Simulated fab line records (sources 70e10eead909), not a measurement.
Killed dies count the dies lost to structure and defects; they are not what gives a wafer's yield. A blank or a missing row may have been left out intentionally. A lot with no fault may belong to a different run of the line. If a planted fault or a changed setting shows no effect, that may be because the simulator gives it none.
fab line records | flow nand-harc
record: lots: 24 wafers: 72 last-day: 25
route steps=1159 shown A_CONTACT@861
lots with no fault: from the same line, run without faults
start-h: the number of hours between the record's first day and the start of the first shown wafer of the lot | wait-h: hours elapsed since this lot's preceding step | " the same as in the row above | L1.1+2: several wafers, shown together as one row | - value missing, or start not given | * or withheld: withheld | < > ~ a bound
route shown NAME@n: a module of which the file shows steps, and the number in the route of the first | usual: mean/standard deviation taken from wafers without a fault | same: alike in all rows | chamber/n: place in a boat | sites: readings site by site | _std_site: standard deviation across them | _edge_site: outer sites' mean less inner sites' | radius-mm: how far each site lies from the wafer's centre | mask NAME#n: copy n | behind: tool/chamber where the wafer was last shaped | hold: cause of the lot's hold/its duration in hours/its outcome | device: the transistor (n, p or np) that didn't switch | end of line: the tests these same wafers got at the end of their route | a step with no rows: only its recipe | killed: not the wafer's yield, but the dies lost to structure and defects at the first sort | map: a wafer's dies, x killed, . not, _ none there
set.NAME: the setting that was run; set.NAME@STEP: the one run at that earlier step | model.NAME: the simulator's own value behind a step, which no gauge read
one table for each step of the route and one row for each wafer, over a sample of lots
services: a tool's chamber out of use, with start hour (start-h, from the record's first day; less than 0 if before it), hours out, and reason
== steps ==
step: NHARC_A_CONTACT_ETCH_51
recipe: target-depth-a: 36000 over-etch-frac: 0.3 time-s: 936 ion-energy-ev: 150 o2-flow-sccm: 400 cos-flow-sccm: 20 ar-flow-sccm: 0 rf-w: 500 bias-w: 300 chemistry: O2/COS
usual: drypump-motor-current-A: 5.7/0.52 oes-product-au: 1.001/0.009 rf-vpp-V: 314.0/2 showerhead-plenum-p-Torr: 3.11/0.12 throttle-valve-pct: 28.332/0.008
columns lot.wafer tool chamber start-h wait-h drypump-motor-current-A oes-product-au rf-hours-counter-h rf-vpp-V showerhead-plenum-p-Torr throttle-valve-pct
L074.2 rie-diel-08 1 - - 6.5 0.992 14 314.1 3.02 28.340
L074.3 " 2 " " 6.1 1.012 12 313.5 3.10 28.339
L074.5 " 0 " " 5.6 1.015 - 315.4 3.14 28.313
L075.3 rie-diel-08 0 - - 5.6 1.010 16 315.2 3.14 28.335
L075.2 " 2 " " 6.0 1.002 14 313.8 3.10 28.341
L075.4 " 0 " " 5.6 1.008 - 314.8 3.13 28.319
L077.1 rie-diel-08 3 - - 5.2 1.004 14 310.5 2.96 28.340
L077.4 " 1 " " 6.5 0.996 17 313.1 3.02 28.331
L077.6 " 3 " " 5.2 1.005 - 312.5 2.96 28.320
L076.4 rie-diel-07 1 - - 6.1 1.005 49 312.1 2.92 28.332
L076.5 " 0 " " 5.3 0.996 - 314.2 3.05 28.337
L076.6 " 1 " " 6.1 1.002 - 310.8 2.92 28.330
L078.3 rie-diel-07 3 - - 5.7 1.018 59 317.9 3.34 28.335
L078.2 " 1 " " 6.1 1.005 53 310.3 2.92 28.334
L078.6 " 2 " " 4.9 1.000 - 312.7 3.10 28.333
L079.1 rie-diel-07 1 - - 6.0 0.994 55 311.8 2.92 28.330
L079.3 " 2 " " 4.9 0.994 66 313.3 3.10 28.324
L079.6 " 2 " " 4.9 0.999 - 313.8 3.10 28.349
L081.2 rie-diel-08 2 - - 6.1 1.003 20 313.2 3.09 28.324
L081.4 " 0 " " 5.6 1.012 22 314.5 3.13 28.337
L081.5 " 2 " " 6.1 0.999 - 313.7 3.09 28.333
L082.3 rie-diel-08 0 - - 5.6 1.010 23 315.0 3.13 28.319
L082.5 " 2 " " 6.0 1.010 - 313.7 3.09 28.337
L082.6 " 3 " " 5.2 0.991 - 312.4 2.96 28.329
L085.2 rie-diel-07 2 - - 4.9 1.004 3 313.9 3.09 28.318
L085.3 " 0 " " 5.3 1.003 2 313.4 3.04 28.349
L085.4 " 1 " " 6.1 0.998 3 310.2 2.92 28.331
L083.1 rie-diel-08 0 - - 5.6 1.014 25 314.5 3.13 28.319
L083.6 " 0 " " 5.6 1.020 - 312.9 3.13 28.322
L083.5 " 1 " " 6.5 1.003 - 312.8 3.02 28.320
L080.3 rie-diel-05 1 - - 6.1 1.000 27 313.8 3.12 28.328
L080.4 " 2 " " 6.3 1.000 27 316.9 3.33 28.334
L080.2 " 3 " " 5.0 1.003 29 314.6 3.21 28.327
L084.4 rie-diel-08 3 - - 5.2 0.990 25 313.1 2.96 28.340
L084.6 " 0 " " 5.6 1.024 - 315.5 3.13 28.333
L084.5 " 1 " " 6.6 1.002 - 313.4 3.02 28.338
L086.2 rie-diel-05 2 - - 6.3 0.991 29 317.0 3.32 28.330
L086.4 " 3 " " 5.0 1.004 31 314.1 3.21 28.330
L086.1 " 0 " " 5.3 0.995 30 316.9 3.29 28.328
L087.1 rie-diel-07 2 - - 4.9 0.990 10 313.2 3.09 28.331
L087.4 " 0 " " 5.3 0.999 7 313.4 3.04 28.336
L087.5 " 2 " " 4.9 0.990 - 312.5 3.09 28.328
L088.3 rie-diel-07 2 - - 4.9 0.999 15 315.2 3.09 28.345
L088.4 " 3 " " 5.7 0.980 15 316.6 3.33 28.331
L088.2 " 0 " " 5.3 0.996 14 312.5 3.04 28.327
L089.3 rie-diel-05 0 - - 5.3 1.008 37 315.9 3.29 28.337
L089.4 " 3 " " 5.0 1.004 40 315.0 3.21 28.324
L089.5 " 0 " " 5.3 0.991 - 316.9 3.29 28.344
L090.1 rie-diel-05 2 - - 6.3 0.994 43 319.2 3.32 28.331
L090.5 " 0 " " 5.3 1.006 - 317.0 3.28 28.338
L090.6 " 1 " " 6.1 1.003 - 312.3 3.11 28.333
L091.4 rie-diel-05 1 - - 6.1 1.006 44 314.1 3.11 28.329
L091.1 " 2 " " 6.3 1.007 44 317.5 3.32 28.330
L091.3 " 0 " " 5.3 1.005 46 317.3 3.28 28.327
L093.4 rie-diel-08 3 - - 5.2 1.007 33 309.7 2.95 28.325
L093.1 " 0 " " 5.6 1.026 35 314.8 3.13 28.323
L093.6 " 3 " " 5.2 0.999 - 311.0 2.95 28.340
L092.1 rie-diel-05 3 - - 5.0 1.004 51 315.3 3.20 28.331
L092.2 " 0 " " 5.3 1.012 51 316.9 3.28 28.331
L092.5 " 2 " " 6.3 0.996 - 316.5 3.31 28.333
L094.3 rie-diel-05 1 - - 6.1 1.004 52 314.1 3.10 28.346
L094.4 " 3 " " 5.0 1.004 54 317.9 3.20 28.338
L094.2 " 0 " " 5.3 1.002 54 316.7 3.28 28.345
L095.4 rie-diel-08 0 - - 5.6 0.987 0 314.1 3.13 28.337
L095.1 " 1 " " 6.6 0.995 1 313.5 3.01 28.339
L095.2 " 2 " " 6.1 0.988 0 313.4 3.09 28.334
L097.3 rie-diel-08 0 - - 5.6 0.997 4 313.1 3.12 28.340
L097.6 " 3 " " 5.2 1.002 - 311.6 2.95 28.327
L097.5 " 0 " " 5.6 1.001 - 313.0 3.12 28.339
L096.3 rie-diel-08 3 - - 5.2 1.010 6 310.6 2.95 28.318
L096.4 " 0 " " 5.6 0.990 5 315.1 3.12 28.346
L096.1 " 1 " " 6.6 0.990 5 312.2 3.01 28.328
step: NHARC_A_CONTACT_ETCH_113
recipe: source-w: withheld pressure-mtorr: 20 bias-v: 3000 time-s: 94 target-depth-a: 9220 ar-flow-sccm: withheld c4f8-flow-sccm: withheld o2-flow-sccm: withheld chemistry: C4F8/O2/Ar
columns lot.wafer tool chamber start-h wait-h rf-hours-counter-h
L074.2 har-cap-etch-02 1 364.49 0.1 9
L074.3 " 0 " " -
L074.5 " 0 " " -
L075.2 har-cap-etch-02 0 377.73 0.1 11
L075.3 " 1 " " -
L075.4 " 0 " " -
L077.1 har-cap-etch-01 0 381.51 0.1 57
L077.4 " 0 " " -
L077.6 " 1 " " -
L076.4 har-cap-etch-02 0 381.82 0.1 -
L076.5 " 1 " " -
L076.6 " 0 " " -
L078.2 har-cap-etch-01 0 391.80 0.1 60
L078.3 " 0 " " -
L078.6 " 0 " " -
L079.1 har-cap-etch-01 0 397.96 0.1 61
L079.3 " 1 " " -
L079.6 " 1 " " -
L081.2 har-cap-etch-03 0 408.17 0.1 85
L081.4 " 0 " " -
L081.5 " 0 " " -
L082.3 har-cap-etch-02 1 410.86 0.1 -
L082.6 " 1 " " -
L082.5 " 0 " " -
L085.2 har-cap-etch-01 0 422.48 0.1 64
L085.4 " 1 " " -
L085.3 " 0 " " -
L083.1 har-cap-etch-03 0 422.52 0.1 87
L083.6 " 1 " " -
L083.5 " 0 " " -
L080.2 har-cap-etch-03 1 427.32 0.1 88
L080.3 " 0 " " -
L080.4 " 1 " " -
L084.4 har-cap-etch-03 0 432.01 0.1 -
L084.6 " 0 " " -
L084.5 " 1 " " -
L086.2 har-cap-etch-01 1 437.48 0.1 68
L086.1 " 0 " " 68
L086.4 " 1 " " -
L087.1 har-cap-etch-02 1 438.79 0.1 24
L087.4 " 0 " " -
L087.5 " 0 " " -
L088.2 har-cap-etch-03 0 450.14 0.1 93
L088.3 " 0 " " -
L088.4 " 1 " " -
L089.4 har-cap-etch-02 1 450.61 0.1 -
L089.3 " 0 " " -
L089.5 " 0 " " -
L090.1 har-cap-etch-01 0 467.76 0.1 73
L090.5 " 0 " " -
L090.6 " 1 " " -
L091.1 har-cap-etch-03 1 468.97 0.1 96
L091.3 " 1 " " -
L091.4 " 0 " " -
L093.1 har-cap-etch-03 0 477.13 0.1 97
L093.4 " 1 " " -
L093.6 " 0 " " -
L092.1 har-cap-etch-02 1 477.53 0.1 31
L092.2 " 0 " " 31
L092.5 " 0 " " -
L094.2 har-cap-etch-03 1 484.91 0.1 98
L094.3 " 1 " " -
L094.4 " 0 " " -
L095.2 har-cap-etch-03 0 490.15 0.1 100
L095.1 " 1 " " 100
L095.4 " 0 " " -
L097.3 har-cap-etch-03 0 504.69 0.1 -
L097.6 " 0 " " -
L097.5 " 1 " " -
L096.1 har-cap-etch-03 0 519.78 0.1 104
L096.4 " 0 " " -
L096.3 " 1 " " -
step: NHARC_A_CONTACT_ETCH_119
recipe: source-w: withheld pressure-mtorr: 20 bias-v: 3000 time-s: 94 target-depth-a: 9220 ar-flow-sccm: withheld c4f8-flow-sccm: withheld o2-flow-sccm: withheld chemistry: C4F8/O2/Ar
columns lot.wafer tool chamber start-h wait-h rf-hours-counter-h
L074.2 har-cap-etch-02 1 365.04 0.1 10
L074.3 " 0 " " -
L074.5 " 0 " " -
L075.2 har-cap-etch-02 0 378.27 0.1 12
L075.3 " 1 " " -
L075.4 " 0 " " -
L077.1 har-cap-etch-01 0 382.05 0.1 58
L077.4 " 0 " " -
L077.6 " 1 " " -
L076.4 har-cap-etch-02 0 382.37 0.1 -
L076.5 " 1 " " -
L076.6 " 0 " " -
L078.2 har-cap-etch-01 0 392.35 0.1 60
L078.3 " 0 " " -
L078.6 " 0 " " -
L079.1 har-cap-etch-01 0 398.51 0.1 62
L079.3 " 1 " " -
L079.6 " 1 " " -
L081.2 har-cap-etch-03 0 408.72 0.1 85
L081.4 " 0 " " -
L081.5 " 0 " " -
L082.3 har-cap-etch-02 1 411.41 0.1 -
L082.6 " 1 " " -
L082.5 " 0 " " -
L085.2 har-cap-etch-01 0 423.03 0.1 64
L085.4 " 1 " " -
L085.3 " 0 " " -
L083.1 har-cap-etch-03 0 423.06 0.1 88
L083.6 " 1 " " -
L083.5 " 0 " " -
L080.2 har-cap-etch-03 1 427.86 0.1 89
L080.3 " 0 " " -
L080.4 " 1 " " -
L084.4 har-cap-etch-03 0 432.55 0.1 -
L084.6 " 0 " " -
L084.5 " 1 " " -
L086.2 har-cap-etch-01 1 438.02 0.1 68
L086.1 " 0 " " 68
L086.4 " 1 " " -
L087.1 har-cap-etch-02 1 439.33 0.1 24
L087.4 " 0 " " -
L087.5 " 0 " " -
L088.2 har-cap-etch-03 0 450.69 0.1 94
L088.3 " 0 " " -
L088.4 " 1 " " -
L089.4 har-cap-etch-02 1 451.34 0.1 -
L089.3 " 0 " " -
L089.5 " 0 " " -
L090.1 har-cap-etch-01 0 468.30 0.1 73
L090.5 " 0 " " -
L090.6 " 1 " " -
L091.1 har-cap-etch-03 1 469.52 0.1 97
L091.3 " 1 " " -
L091.4 " 0 " " -
L093.1 har-cap-etch-03 0 477.67 0.1 98
L093.4 " 1 " " -
L093.6 " 0 " " -
L092.1 har-cap-etch-02 1 478.08 0.1 31
L092.2 " 0 " " 31
L092.5 " 0 " " -
L094.2 har-cap-etch-03 1 485.45 0.1 99
L094.3 " 1 " " -
L094.4 " 0 " " -
L095.2 har-cap-etch-03 0 490.70 0.1 100
L095.1 " 1 " " 100
L095.4 " 0 " " -
L097.3 har-cap-etch-03 0 505.23 0.1 -
L097.6 " 0 " " -
L097.5 " 1 " " -
L096.1 har-cap-etch-03 0 520.32 0.1 105
L096.4 " 0 " " -
L096.3 " 1 " " -
step: NHARC_A_CONTACT_ETCH_121
recipe: source-w: withheld pressure-mtorr: 20 bias-v: 3000 time-s: 94 target-depth-a: 9220 ar-flow-sccm: withheld c4f8-flow-sccm: withheld o2-flow-sccm: withheld chemistry: C4F8/O2/Ar
columns lot.wafer tool chamber start-h wait-h rf-hours-counter-h
L074.2 har-cap-etch-02 1 365.22 0.1 10
L074.3 " 0 " " -
L074.5 " 0 " " -
L075.2 har-cap-etch-02 0 378.46 0.1 12
L075.3 " 1 " " -
L075.4 " 0 " " -
L077.1 har-cap-etch-01 0 382.23 0.1 58
L077.4 " 0 " " -
L077.6 " 1 " " -
L076.4 har-cap-etch-02 0 382.55 0.1 -
L076.5 " 1 " " -
L076.6 " 0 " " -
L078.2 har-cap-etch-01 0 392.53 0.1 61
L078.3 " 0 " " -
L078.6 " 0 " " -
L079.1 har-cap-etch-01 0 398.69 0.1 62
L079.3 " 1 " " -
L079.6 " 1 " " -
L081.2 har-cap-etch-03 0 408.90 0.1 85
L081.4 " 0 " " -
L081.5 " 0 " " -
L082.3 har-cap-etch-02 1 411.59 0.1 -
L082.6 " 1 " " -
L082.5 " 0 " " -
L085.2 har-cap-etch-01 0 423.21 0.1 64
L085.4 " 1 " " -
L085.3 " 0 " " -
L083.1 har-cap-etch-03 0 423.24 0.1 88
L083.6 " 1 " " -
L083.5 " 0 " " -
L080.2 har-cap-etch-03 1 428.04 0.1 89
L080.3 " 0 " " -
L080.4 " 1 " " -
L084.4 har-cap-etch-03 0 432.73 0.1 -
L084.6 " 0 " " -
L084.5 " 1 " " -
L086.2 har-cap-etch-01 1 438.20 0.1 68
L086.1 " 0 " " 68
L086.4 " 1 " " -
L087.1 har-cap-etch-02 1 439.52 0.1 24
L087.4 " 0 " " -
L087.5 " 0 " " -
L088.2 har-cap-etch-03 0 450.87 0.1 94
L088.3 " 0 " " -
L088.4 " 1 " " -
L089.4 har-cap-etch-02 1 451.58 0.1 -
L089.3 " 0 " " -
L089.5 " 0 " " -
L090.1 har-cap-etch-01 0 468.49 0.1 74
L090.5 " 0 " " -
L090.6 " 1 " " -
L091.1 har-cap-etch-03 1 469.70 0.1 97
L091.3 " 1 " " -
L091.4 " 0 " " -
L093.1 har-cap-etch-03 0 477.85 0.1 98
L093.4 " 1 " " -
L093.6 " 0 " " -
L092.1 har-cap-etch-02 1 478.26 0.1 32
L092.2 " 0 " " 32
L092.5 " 0 " " -
L094.2 har-cap-etch-03 1 485.63 0.1 99
L094.3 " 1 " " -
L094.4 " 0 " " -
L095.2 har-cap-etch-03 0 490.88 0.1 100
L095.1 " 1 " " 100
L095.4 " 0 " " -
L097.3 har-cap-etch-03 0 505.42 0.1 -
L097.6 " 0 " " -
L097.5 " 1 " " -
L096.1 har-cap-etch-03 0 520.50 0.1 105
L096.4 " 0 " " -
L096.3 " 1 " " -
step: NHARC_A_CONTACT_ETCH_90
recipe: target-depth-a: 400 over-etch-frac: 0.5 time-s: 85.7 ion-energy-ev: 120 ch3f-flow-sccm: 50 o2-flow-sccm: 30 ar-flow-sccm: 200 rf-w: 500 bias-w: 100 chemistry: CH3F/O2
usual: ch3f-flow-sccm: 50.01/0.14 drypump-motor-current-A: 5.7/0.5 oes-product-au: 0.96/0.038 rf-vpp-V: 244.1/1.6 showerhead-plenum-p-Torr: 2.45/0.099 throttle-valve-pct: 20.663/0.0099
columns lot.wafer tool chamber start-h wait-h ch3f-flow-sccm drypump-motor-current-A oes-product-au rf-hours-counter-h rf-vpp-V showerhead-plenum-p-Torr throttle-valve-pct
L074.2 rie-diel-05 2 366.04 0.6 49.77 6.3 1.01 5 246.6 2.63 20.656
L074.3 " 3 " " 50.09 5.0 1.01 5 246.5 2.54 20.671
L074.5 " 0 " " 49.93 5.3 1.01 - 245.0 2.61 20.658
L075.3 rie-diel-08 1 379.23 0.5 50.10 6.5 0.92 17 242.8 2.38 20.672
L075.2 " 2 " " 49.95 6.0 0.94 15 244.2 2.44 20.670
L075.4 " 3 " " 49.77 5.2 1.00 14 242.6 2.33 20.646
L077.1 rie-diel-05 2 383.01 0.5 49.90 6.3 1.00 12 245.5 2.63 20.650
L077.4 " 0 " " 50.15 5.3 1.00 14 246.6 2.60 20.675
L077.6 " 1 " " 49.83 6.1 1.00 - 244.1 2.46 20.668
L076.4 rie-diel-08 0 383.29 0.4 50.11 5.6 1.02 17 245.4 2.47 20.660
L076.5 " 3 " " 49.77 5.2 0.99 - 242.2 2.33 20.661
L076.6 " 0 " " 50.21 5.6 1.02 - 242.9 2.47 20.653
L078.3 rie-diel-07 2 393.32 0.4 49.94 4.9 0.93 65 244.0 2.44 20.668
L078.2 " 3 " " 49.92 5.6 0.93 60 245.0 2.64 20.671
L078.6 " 1 " " 50.09 6.1 0.93 - 243.0 2.30 20.651
L079.3 rie-diel-08 3 399.47 0.4 49.91 5.2 0.99 18 243.2 2.33 20.674
L079.1 " 1 " " 50.14 6.5 0.99 20 244.0 2.38 20.663
L079.6 " 0 " " 50.10 5.6 1.03 - 244.0 2.47 20.666
L081.4 rie-diel-08 3 409.71 0.5 50.20 5.2 0.91 20 241.8 2.33 20.644
L081.2 " 0 " " 50.13 5.6 0.94 23 245.4 2.47 20.659
L081.5 " 3 " " 50.13 5.2 0.91 - 243.7 2.33 20.680
L082.3 rie-diel-08 1 412.36 0.4 50.19 6.6 0.93 24 242.5 2.38 20.668
L082.6 " 1 " " 49.82 6.6 0.93 - 243.2 2.38 20.654
L082.5 " 2 " " 50.01 6.1 0.93 - 243.1 2.43 20.660
L085.4 rie-diel-05 1 423.98 0.4 50.09 6.1 0.92 27 245.0 2.45 20.640
L085.3 " 2 " " 50.12 6.3 0.92 26 246.2 2.62 20.665
L085.2 " 0 " " 49.93 5.3 0.93 27 245.6 2.60 20.678
L083.1 rie-diel-08 3 424.01 0.5 49.98 5.2 0.92 23 241.7 2.33 20.679
L083.6 " 3 " " 49.90 5.2 0.91 - 242.8 2.33 20.653
L083.5 " 0 " " 50.06 5.6 0.94 - 242.4 2.47 20.654
L080.3 rie-diel-05 0 428.81 0.4 50.00 5.3 0.93 28 246.2 2.60 20.666
L080.2 " 2 " " 49.90 6.3 0.93 27 246.6 2.62 20.666
L080.4 " 3 " " 49.81 5.0 0.94 29 244.0 2.53 20.675
L084.4 rie-diel-05 0 433.52 0.5 50.07 5.4 0.92 29 244.6 2.60 20.669
L084.6 " 2 " " 50.13 6.3 0.91 - 248.0 2.62 20.681
L084.5 " 3 " " 50.20 5.0 0.93 - 244.4 2.53 20.668
L086.2 rie-diel-08 0 438.99 0.6 50.10 5.6 1.03 29 245.1 2.46 20.681
L086.4 " 1 " " 50.02 6.6 1.00 29 244.5 2.37 20.659
L086.1 " 2 " " 50.08 6.1 1.01 27 242.2 2.43 20.683
L087.4 rie-diel-05 0 440.30 0.4 49.76 5.3 0.99 31 246.2 2.60 20.652
L087.1 " 3 " " 49.80 5.0 1.00 32 244.6 2.53 20.683
L087.5 " 1 " " 50.06 6.1 1.00 - 245.4 2.45 20.675
L088.2 rie-diel-08 1 451.67 0.6 50.02 6.6 1.00 31 244.3 2.37 20.658
L088.3 " 2 " " 50.20 6.1 1.01 29 246.2 2.43 20.659
L088.4 " 3 " " 50.01 5.2 0.99 28 240.8 2.32 20.653
L089.4 rie-diel-07 3 452.49 0.5 50.01 5.7 0.98 16 246.5 2.63 20.651
L089.3 " 2 " " 49.77 4.9 0.98 16 244.2 2.43 20.668
L089.5 " 3 " " 50.19 5.6 0.98 - 245.6 2.63 20.660
L090.1 rie-diel-08 3 469.27 0.5 50.10 5.2 1.00 31 242.7 2.32 20.675
L090.5 " 3 " " 50.23 5.2 1.00 - 243.5 2.32 20.657
L090.6 " 0 " " 50.04 5.6 1.01 - 244.8 2.46 20.659
L091.1 rie-diel-07 3 470.48 0.5 49.94 5.7 0.98 21 247.7 2.63 20.669
L091.3 " 1 " " 50.03 6.1 0.99 19 241.3 2.29 20.653
L091.4 " 2 " " 49.81 4.9 0.99 21 243.5 2.43 20.659
L093.4 rie-diel-08 0 478.65 0.5 50.03 5.6 0.94 35 246.0 2.46 20.674
L093.1 " 1 " " 50.03 6.6 0.94 35 242.4 2.37 20.662
L093.6 " 3 " " 50.12 5.2 0.93 - 242.1 2.32 20.679
L092.1 rie-diel-07 2 479.17 0.7 49.91 4.8 0.93 24 243.1 2.43 20.669
L092.2 " 3 " " 49.96 5.6 0.91 25 246.8 2.62 20.666
L092.5 " 1 " " 49.86 6.0 0.91 - 241.1 2.29 20.658
L094.4 rie-diel-05 0 486.45 0.4 50.19 5.3 0.92 54 246.2 2.59 20.656
L094.2 " 1 " " 49.97 6.1 0.91 53 243.4 2.44 20.662
L094.3 " 2 " " 49.79 6.4 0.92 51 246.9 2.61 20.645
L095.4 rie-diel-08 2 491.67 0.4 49.96 6.0 0.91 1 243.5 2.43 20.644
L095.2 " 0 " " 49.76 5.6 0.92 1 244.2 2.46 20.662
L095.1 " 1 " " 49.96 6.5 0.92 1 243.2 2.37 20.638
L097.3 rie-diel-08 0 506.20 0.5 50.12 5.6 0.92 5 245.0 2.46 20.652
L097.5 " 2 " " 50.36 6.1 0.91 - 243.8 2.43 20.670
L097.6 " 3 " " 49.85 5.2 0.93 - 242.9 2.32 20.659
L096.3 rie-diel-08 2 521.30 0.4 50.00 6.1 0.92 6 243.6 2.43 20.667
L096.1 " 0 " " 49.98 5.6 0.92 6 245.1 2.46 20.675
L096.4 " 1 " " 49.91 6.6 0.91 5 244.4 2.37 20.659
step: NHARC_A_CONTACT_ETCH_78
recipe: target-depth-a: 28000 over-etch-frac: 0.3 time-s: 728 ion-energy-ev: 150 o2-flow-sccm: 400 cos-flow-sccm: 20 ar-flow-sccm: 0 rf-w: 500 bias-w: 300 chemistry: O2/COS
usual: drypump-motor-current-A: 5.7/0.51 oes-product-au: 1.001/0.0098 rf-vpp-V: 314.1/1.8 showerhead-plenum-p-Torr: 3.11/0.12 throttle-valve-pct: 28.330/0.0087
columns lot.wafer tool chamber start-h wait-h drypump-motor-current-A oes-product-au rf-hours-counter-h rf-vpp-V showerhead-plenum-p-Torr throttle-valve-pct
L074.3 rie-diel-05 2 - - 6.3 1.006 7 316.6 3.34 28.349
L074.2 " 3 " " 5.0 0.998 8 316.3 3.22 28.310
L074.5 " 1 " " 6.1 0.996 - 315.2 3.13 28.329
L075.2 rie-diel-05 1 - - 6.1 1.002 15 313.0 3.12 28.320
L075.3 " 2 " " 6.3 0.999 13 317.2 3.33 28.320
L075.4 " 3 " " 5.0 0.997 13 315.0 3.22 28.321
L077.1 rie-diel-08 2 - - 6.1 1.007 16 313.9 3.09 28.322
L077.4 " 0 " " 5.5 1.029 18 312.6 3.13 28.348
L077.6 " 3 " " 5.2 0.996 - 313.0 2.96 28.343
L076.4 rie-diel-05 3 - - 5.0 1.003 14 317.4 3.22 28.321
L076.6 " 2 " " 6.3 1.019 - 316.3 3.33 28.321
L076.5 " 3 " " 5.0 1.002 - 315.3 3.22 28.330
L078.2 rie-diel-08 3 - - 5.2 1.002 18 311.7 2.96 28.334
L078.3 " 2 " " 6.1 1.002 18 312.7 3.09 28.327
L078.6 " 3 " " 5.2 0.995 - 312.6 2.96 28.346
L079.1 rie-diel-08 2 - - 6.0 1.010 19 314.8 3.09 28.330
L079.3 " 3 " " 5.2 0.993 19 313.0 2.96 28.320
L079.6 " 1 " " 6.5 1.009 - 312.1 3.02 28.321
L081.4 rie-diel-08 0 - - 5.6 1.014 24 314.3 3.13 28.331
L081.2 " 2 " " 6.1 0.998 23 314.3 3.09 28.326
L081.5 " 3 " " 5.2 0.984 - 312.3 2.96 28.341
L082.3 rie-diel-08 2 - - 6.1 1.002 23 313.3 3.09 28.331
L082.5 " 3 " " 5.2 0.991 - 313.7 2.96 28.324
L082.6 " 0 " " 5.6 1.012 - 313.8 3.13 28.338
L085.3 rie-diel-07 3 - - 5.7 0.976 5 318.5 3.34 28.334
L085.2 " 0 " " 5.3 0.998 4 312.8 3.04 28.346
L085.4 " 1 " " 6.1 0.990 5 312.1 2.92 28.330
L083.1 rie-diel-08 0 - - 5.6 1.014 27 314.3 3.13 28.330
L083.6 " 3 " " 5.2 0.999 - 313.2 2.96 28.334
L083.5 " 0 " " 5.6 1.019 - 312.6 3.13 28.353
L080.4 rie-diel-05 0 - - 5.3 0.991 29 317.5 3.29 28.333
L080.3 " 2 " " 6.3 0.997 29 317.3 3.32 28.333
L080.2 " 3 " " 5.0 1.011 30 315.5 3.21 28.329
L084.4 rie-diel-08 3 - - 5.2 0.997 26 312.0 2.96 28.314
L084.5 " 2 " " 6.0 1.004 - 314.7 3.09 28.322
L084.6 " 3 " " 5.2 0.998 - 312.3 2.96 28.338
L086.4 rie-diel-08 2 - - 6.1 1.010 28 313.3 3.09 28.335
L086.1 " 3 " " 5.2 0.997 27 313.6 2.96 28.325
L086.2 " 0 " " 5.6 1.004 30 313.3 3.13 28.335
L087.4 rie-diel-08 3 - - 5.2 0.995 28 312.0 2.96 28.318
L087.1 " 0 " " 5.6 1.013 30 313.9 3.13 28.345
L087.5 " 1 " " 6.6 0.998 - 312.9 3.02 28.329
L088.4 rie-diel-05 1 - - 6.1 0.985 39 315.0 3.11 28.322
L088.3 " 2 " " 6.3 0.989 40 318.0 3.32 28.336
L088.2 " 3 " " 5.0 1.006 42 315.1 3.21 28.315
L089.4 rie-diel-08 1 - - 6.5 0.990 32 312.9 3.02 28.333
L089.3 " 3 " " 5.2 0.993 30 311.8 2.95 28.328
L089.5 " 2 " " 6.0 0.996 - 312.8 3.09 28.328
L090.1 rie-diel-08 0 - - 5.6 1.005 34 313.9 3.13 28.349
L090.5 " 3 " " 5.2 0.992 - 312.1 2.95 28.322
L090.6 " 0 " " 5.6 1.004 - 316.3 3.13 28.323
L091.1 rie-diel-08 3 - - 5.2 1.007 32 311.7 2.95 28.329
L091.3 " 0 " " 5.6 1.013 35 314.7 3.13 28.318
L091.4 " 1 " " 6.6 1.000 35 313.6 3.01 28.337
L093.4 rie-diel-07 2 - - 4.9 0.997 26 313.1 3.08 28.327
L093.1 " 0 " " 5.3 0.988 25 311.8 3.03 28.344
L093.6 " 2 " " 4.9 0.999 - 314.5 3.08 28.315
L092.2 rie-diel-05 1 - - 6.1 1.010 54 312.9 3.10 28.329
L092.1 " 3 " " 5.0 1.006 54 314.8 3.20 28.340
L092.5 " 0 " " 5.3 1.012 - 317.5 3.28 28.343
L094.3 rie-diel-08 0 - - 5.6 1.001 1 314.6 3.12 28.320
L094.4 " 1 " " 6.6 0.999 1 312.7 3.01 28.335
L094.2 " 2 " " 6.1 1.000 1 314.2 3.08 28.337
L095.1 rie-diel-05 1 - - 6.1 1.004 57 314.2 3.10 28.331
L095.4 " 2 " " 6.3 0.989 55 316.8 3.31 28.326
L095.2 " 3 " " 5.0 1.005 58 316.4 3.20 28.324
L097.3 rie-diel-07 2 - - 4.9 0.991 36 313.6 3.08 28.330
L097.5 " 3 " " 5.7 0.989 - 317.4 3.32 28.330
L097.6 " 0 " " 5.3 0.989 - 313.7 3.03 28.324
L096.4 rie-diel-08 3 - - 5.3 1.016 8 311.4 2.95 28.322
L096.1 " 0 " " 5.6 1.010 7 314.7 3.12 28.330
L096.3 " 1 " " 6.6 1.001 8 314.8 3.01 28.343
== services ==
columns tool chamber start-h hours kind
rie-diel-05 - 340.63 9.0 pm
rie-diel-08 2 342.70 2.0 repair
rie-diel-08 0 360.04 - clean
rie-diel-08 1 360.04 - clean
rie-diel-08 2 360.04 - clean
rie-diel-08 3 360.04 - clean
har-cap-etch-02 - 368.56 0.1 repair
rie-diel-08 3 375.86 2.3 repair
rie-diel-08 0 384.60 - clean
rie-diel-08 1 384.60 - clean
rie-diel-08 2 384.60 - clean
rie-diel-08 3 384.60 - clean
rie-diel-05 0 394.89 4.7 repair
rie-diel-07 3 395.32 2.2 repair
rie-diel-07 - 405.70 9.0 pm
rie-diel-08 0 409.17 - clean
rie-diel-08 1 409.17 - clean
rie-diel-08 2 409.17 - clean
rie-diel-08 3 409.17 - clean
rie-diel-08 0 433.67 - clean
rie-diel-08 1 433.67 - clean
rie-diel-07 - 477.77 0.5 repair
rie-diel-08 0 511.88 5.2 repair
rie-diel-05 - 517.63 9.0 pm
== key ==
fault none
